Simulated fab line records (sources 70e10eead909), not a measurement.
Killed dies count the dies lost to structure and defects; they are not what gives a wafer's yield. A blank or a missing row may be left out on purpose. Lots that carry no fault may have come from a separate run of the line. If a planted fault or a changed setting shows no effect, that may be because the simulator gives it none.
fab line records	flow nand-harc
record: lots: 6	wafers: 18	last-day: 24
route steps=1159 shown A_SOURCE_PLATE@416 A_ONON_D1@424 END@1159
lots untouched by any fault: they come from a run of this same line in which no faults occurred
start-h: hours from the record's opening day to when the first of the lot's shown wafers began	wait-h: time in hours since the lot's previous step	" repeats the value in the row above	L1.1+2: a row that stands for several wafers	- no value, or no start given	* or withheld: withheld	< > ~ a bound
route shown NAME@n: names a module that has steps shown in the file, with the first one's number in the route	usual: mean and standard deviation over wafers with no fault	same: alike in all rows	chamber/n: place in a boat	sites: each site's reading	_std_site: the standard deviation of these	_edge_site: mean of outer sites minus mean of inner sites	radius-mm: for every site, how far away it sits from the centre of the wafer	mask NAME#n: copy n	behind: the most recent tool/chamber to have shaped the wafer	hold: reason for holding the lot/hours on hold/outcome of the hold	device: the n, p or np transistor that did not switch	end of line: the tests these same wafers got at the end of their route	a step without rows: its recipe alone	killed: at the first sort, the dies lost to defects and structure; wafer yield is something else	map: a wafer's dies, x killed, . not, _ none there
set.NAME: the setting that was run; set.NAME@STEP: the one run at that earlier step	model.NAME: the simulator's own value behind a step, which no gauge read
lots seen at some steps along the route; tables by step, rows by wafer
services: when a tool's chamber went out of use (start-h, in hours from the record's first day, below 0 if earlier), for how many hours, and the reason
== steps ==
step: NHARC_A_SOURCE_PLATE_THK_MEAS_09
recipe: thk-meas-gauge: ellipsometry
usual: thk-nm: 9.7/1.1
lot.wafer	tool	chamber	start-h	wait-h	thk-nm
L207.1	film-metro-01	-	167.39	0.4	9.7
L207.4	"	-	"	"	9.4
L207.6	"	-	"	"	11.3
L210.1	film-metro-02	-	171.11	0.4	10.3
L210.3	"	-	"	"	10.2
L210.4	"	-	"	"	10.9
L219.3	film-metro-01	-	239.98	0.4	8.2
L219.4	"	-	"	"	10.1
L219.5	"	-	"	"	8.3
L221.1	film-metro-01	-	247.76	0.4	9.9
L221.4	"	-	"	"	8.9
L221.5	"	-	"	"	10.2
L223.1	film-metro-01	-	257.99	0.4	8.0
L223.4	"	-	"	"	9.5
L223.6	"	-	"	"	10.1
L225.3	film-metro-01	-	275.42	0.4	11.0
L225.5	"	-	"	"	11.0
L225.6	"	-	"	"	7.9
step: NHARC_A_SOURCE_PLATE_PVD_04
recipe: target-thk-a: 500	material: WSi2
step: NHARC_A_SOURCE_PLATE_CVD_03
recipe: target-thk-a: 2000	temp-c: 620	pressure-mtorr: 200	time-s: 4000	material: poly-Si
step: NHARC_A_SOURCE_PLATE_ANNEAL_05
recipe: temp-c: 850	time-s: 1800
step: NHARC_A_SOURCE_PLATE_THK_MEAS_06
recipe: thk-meas-gauge: ellipsometry
usual: thk-nm: 201.1/1.9
lot.wafer	tool	chamber	start-h	wait-h	thk-nm
L207.1	film-metro-01	-	180.32	0.4	201.1
L207.4	"	-	"	"	203.1
L207.6	"	-	"	"	199.0
L210.1	film-metro-01	-	184.11	0.4	197.9
L210.3	"	-	"	"	200.0
L210.4	"	-	"	"	199.8
L219.3	film-metro-01	-	253.22	0.4	197.9
L219.4	"	-	"	"	199.3
L219.5	"	-	"	"	200.1
L221.1	film-metro-02	-	261.55	0.4	201.5
L221.4	"	-	"	"	201.0
L221.5	"	-	"	"	200.6
L223.1	film-metro-01	-	271.37	0.4	202.3
L223.4	"	-	"	"	201.7
L223.6	"	-	"	"	201.6
L225.3	film-metro-02	-	288.18	0.4	199.2
L225.5	"	-	"	"	198.0
L225.6	"	-	"	"	198.1
step: NHARC_A_SOURCE_PLATE_INSPECT_08
usual: raw-defect-count: 62/24
lot.wafer	tool	chamber	start-h	wait-h	raw-defect-count
L207.1	defect-inspect-01	-	180.38	0.0	60
L207.4	"	-	"	"	78
L207.6	"	-	"	"	37
L210.1	defect-inspect-02	-	184.17	0.0	89
L210.3	"	-	"	"	63
L210.4	"	-	"	"	57
L219.3	defect-inspect-01	-	253.29	0.0	71
L219.4	"	-	"	"	58
L219.5	"	-	"	"	49
L221.1	defect-inspect-02	-	261.62	0.0	30
L221.4	"	-	"	"	67
L221.5	"	-	"	"	42
L223.1	defect-inspect-02	-	271.45	0.0	66
L223.4	"	-	"	"	103
L223.6	"	-	"	"	160
L225.3	defect-inspect-02	-	288.25	0.0	68
L225.5	"	-	"	"	58
L225.6	"	-	"	"	24
step: NHARC_A_ONON_D1_DEP_00
recipe: target-thk-a: 10000	n2-flow-sccm: 2750	n2o-flow-sccm: 2000	nh3-flow-sccm: 500	sih4-flow-sccm: 210	temp-c: 400
step: NHARC_A_ONON_D1_THK_MEAS_02
recipe: thk-meas-gauge: ellipsometry
usual: thk-nm: 998/9.3
lot.wafer	tool	chamber	start-h	wait-h	thk-nm
L207.1	film-metro-02	-	180.95	-	989
L207.4	"	-	"	"	991
L207.6	"	-	"	"	991
L210.1	film-metro-02	-	184.75	-	1005
L210.3	"	-	"	"	1004
L210.4	"	-	"	"	1004
L219.3	film-metro-02	-	253.86	-	1000
L219.4	"	-	"	"	1001
L219.5	"	-	"	"	1002
L221.1	film-metro-01	-	262.19	-	991
L221.4	"	-	"	"	991
L221.5	"	-	"	"	991
L223.1	film-metro-02	-	272.03	-	1002
L223.4	"	-	"	"	1002
L223.6	"	-	"	"	1002
L225.3	film-metro-01	-	288.83	-	994
L225.5	"	-	"	"	993
L225.6	"	-	"	"	994
step: NHARC_A_ONON_D1_DEP_03
recipe: target-thk-a: 10000	n2-flow-sccm: 2750	n2o-flow-sccm: 2000	nh3-flow-sccm: 500	sih4-flow-sccm: 210	temp-c: 400
step: NHARC_A_ONON_D1_THK_MEAS_05
recipe: thk-meas-gauge: ellipsometry
usual: thk-nm: 996/7.6
lot.wafer	tool	chamber	start-h	wait-h	thk-nm
L207.1	film-metro-01	-	181.52	-	1000
L207.4	"	-	"	"	1003
L207.6	"	-	"	"	1003
L210.1	film-metro-02	-	185.32	-	1002
L210.3	"	-	"	"	1000
L210.4	"	-	"	"	1002
L219.3	film-metro-01	-	254.43	-	981
L219.4	"	-	"	"	984
L219.5	"	-	"	"	980
L221.1	film-metro-01	-	262.75	-	1004
L221.4	"	-	"	"	1003
L221.5	"	-	"	"	1003
L223.1	film-metro-02	-	272.60	-	991
L223.4	"	-	"	"	994
L223.6	"	-	"	"	993
L225.3	film-metro-01	-	289.40	-	1016
L225.5	"	-	"	"	1018
L225.6	"	-	"	"	1017
step: NHARC_A_ONON_D1_DEP_06
recipe: target-thk-a: 10000	n2-flow-sccm: 2750	n2o-flow-sccm: 2000	nh3-flow-sccm: 500	sih4-flow-sccm: 210	temp-c: 400
usual: n2o-flow-sccm: 2000/5.7
lot.wafer	tool	chamber	start-h	wait-h	n2o-flow-sccm
L207.1	pecvd-onon-02	0	181.57	0.1	1998
L207.4	"	0	"	"	2005
L207.6	"	0	"	"	2007
L210.1	pecvd-onon-01	0	185.37	0.1	1994
L210.3	"	0	"	"	1989
L210.4	"	0	"	"	1987
L219.3	pecvd-onon-01	0	254.60	0.2	2000
L219.4	"	0	"	"	2007
L219.5	"	0	"	"	2007
L221.1	pecvd-onon-01	0	262.81	0.1	1997
L221.4	"	0	"	"	1999
L221.5	"	0	"	"	1997
L223.1	pecvd-onon-03	0	272.65	0.1	1999
L223.4	"	0	"	"	1999
L223.6	"	0	"	"	1996
L225.3	pecvd-onon-03	0	289.57	0.2	1998
L225.5	"	0	"	"	2001
L225.6	"	0	"	"	1989
step: NHARC_A_ONON_D1_THK_MEAS_08
recipe: thk-meas-gauge: ellipsometry
usual: thk-nm: 998/10
lot.wafer	tool	chamber	start-h	wait-h	hold	thk-nm
L207.1	film-metro-01	-	182.08	-	-	1010
L207.4	"	-	"	"	-	1013
L207.6	"	-	"	"	-	1011
L210.1	film-metro-01	-	185.88	-	-	1011
L210.3	"	-	"	"	-	1010
L210.4	"	-	"	"	-	1012
L219.3	film-metro-01	-	254.99	-	await-dispo/0.2h/release	1557
L219.4	"	-	"	"	await-dispo/0.2h/release	1557
L219.5	"	-	"	"	await-dispo/0.2h/release	1556
L219.3	film-metro-01	-	255.17	0.2	-	1557
L219.4	"	-	"	"	-	1558
L219.5	"	-	"	"	-	1556
L221.1	film-metro-02	-	263.32	-	await-dispo/0.2h/release	1562
L221.4	"	-	"	"	await-dispo/0.2h/release	1563
L221.5	"	-	"	"	await-dispo/0.2h/release	1563
L221.1	film-metro-02	-	263.50	0.2	-	1564
L221.4	"	-	"	"	-	1563
L221.5	"	-	"	"	-	1565
L223.1	film-metro-02	-	273.16	-	-	1003
L223.4	"	-	"	"	-	1004
L223.6	"	-	"	"	-	1001
L225.3	film-metro-01	-	289.97	-	-	1001
L225.5	"	-	"	"	-	1002
L225.6	"	-	"	"	-	1000
step: NHARC_END_SORT_01
recipe: temp-c: 25
usual: defect-limited-yield: 96.2/1.3	killed-at-array: 21/8.9	killed-at-other: 0.8/1.3	killed-at-periphery: 3.6/2.4	killed-dies: 26/8.9	killed-open: 3.1/1.8	killed-short: 1.9/1.3	sort_bin_2_pct: 1.2/0.54	sort_bin_3_pct: 0.21/0.17	sort_bin_4_pct: 2.4/0.91	sort-n-pass: 651/8.9	sort-rim-yield-pct: 95.0/2.8	sort-yield-pct: 96.2/1.3
same: gross-dies: 677	sort_bin_5_pct[%]: 0	sort_bin_6_pct[%]: 0	sort_bin_7_pct[%]: 0	sort_bin_8_pct[%]: 0	sort-rim-n-gross: 106.00
lot.wafer	tool	chamber	start-h	wait-h	defect-limited-yield[%]	killed-at-array	killed-at-other	killed-at-periphery	killed-dies	killed-open	killed-short	sort_bin_2_pct[%]	sort_bin_3_pct[%]	sort_bin_4_pct[%]	sort-n-pass	sort-rim-yield-pct[%]	sort-yield-pct[%]
L210.1	prober-01	0	454.05	2.5	96.8	15	0	7	22	3	1	1.2	0.30	1.8	655	94.3	96.8
L210.3	prober-01	0	455.68	3.1	96.8	18	0	4	22	5	1	1.0	0.15	2.1	655	94.3	96.8
L210.4	prober-01	0	456.49	3.4	96.9	20	0	1	21	1	3	0.7	0.15	2.2	656	92.5	96.9
L225.3	prober-01	0	562.09	3.1	97.6	11	2	3	16	1	1	0.7	0.15	1.5	661	97.2	97.6
L225.5	prober-01	0	563.71	3.7	96.8	17	2	3	22	3	0	1.5	0.30	1.5	655	95.3	96.8
L225.6	prober-01	0	564.52	4.1	97.5	10	1	6	17	3	3	1.0	0	1.5	660	98.1	97.5
killed by level:class
L210.1 A_CONTACT:chamber-film-flake=4 P_M1:chamber-film-flake=3 A_STAIRCASE:chamber-film-flake=3 P_ZERO_WELL:chamber-film-flake=2 A_CHANNEL_HOLE_D1:chamber-film-flake=2 A_SLIT:chamber-film-flake=2 P_M0:geometric-particle:open=1 A_ONON_D1:geometric-particle:open=1
L210.3 A_SLIT:chamber-film-flake=6 A_STAIRCASE:chamber-film-flake=3 A_CONTACT:geometric-particle:open=2 P_M1:chamber-film-flake=2 A_CHANNEL_HOLE_D1:chamber-film-flake=2 A_CONTACT:chamber-film-flake=2 P_CONTACT:geometric-particle:open=1 A_ONON_D1:geometric-particle:short=1
L210.4 A_SLIT:chamber-film-flake=9 A_STAIRCASE:chamber-film-flake=3 A_CONTACT:chamber-film-flake=3 A_CHANNEL_FILL_D1:geometric-particle:short=2 A_ONON_D1:geometric-particle:open=1 A_CHANNEL_HOLE_D1:geometric-particle:short=1 P_ZERO_WELL:chamber-film-flake=1 A_CHANNEL_HOLE_D1:chamber-film-flake=1
L225.3 A_CHANNEL_HOLE_D1:chamber-film-flake=4 A_STAIRCASE:chamber-film-flake=3 P_GATE:chamber-film-flake=2 A_CONTACT:chamber-film-flake=2 THIN_TSV:chamber-film-flake=2 A_WL_FILL:geometric-particle:short=1 A_CONTACT:geometric-particle:open=1 P_ZERO_WELL:chamber-film-flake=1
L225.5 A_CHANNEL_HOLE_D1:chamber-film-flake=7 A_CONTACT:chamber-film-flake=6 A_CONTACT:geometric-particle:open=2 P_ZERO_WELL:chamber-film-flake=2 THIN_TSV:chamber-film-flake=2 A_ONON_D1:geometric-particle:open=1 P_GATE:chamber-film-flake=1 A_SLIT:chamber-film-flake=1
L225.6 P_ZERO_WELL:chamber-film-flake=4 A_CHANNEL_HOLE_D1:chamber-film-flake=3 A_ONON_D1:geometric-particle:short=2 P_GATE:geometric-particle:open=1 P_CONTACT:geometric-particle:open=1 A_ONON_D1:geometric-particle:open=1 A_CONTACT:geometric-particle:short=1 A_STAIRCASE:chamber-film-flake=1
== services ==
tool	chamber	start-h	hours	kind
pecvd-onon-01	-	195.00	13.0	pm
== key ==
first-sign: step: NHARC_A_ONON_D1_THK_MEAS_08	reading: visit	direction: added
effect: step: NHARC_A_ONON_D1_THK_MEAS_08	reading: thk-nm	direction: up	sigmas: 56	usual: 998	struck: 1560
met-at NHARC_A_ONON_D1_DEP_06
struck-wafers L219.3,L219.4,L219.5,L221.1,L221.4,L221.5
scrapped-behind NHARC_A_ONON_D1_THK_MEAS_08 L219.3,L219.4,L219.5,L221.1,L221.4,L221.5
onset-between 185.37 254.60
fault: kind: process-parameter-drift	tool: pecvd-onon-01	chamber: 0	onset-h: 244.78	steps: NHARC_A_ONON_D1_DEP_06	channel: target-thk-a	offset: *	shape: step	end-h: 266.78	acts-in: *	stated: *
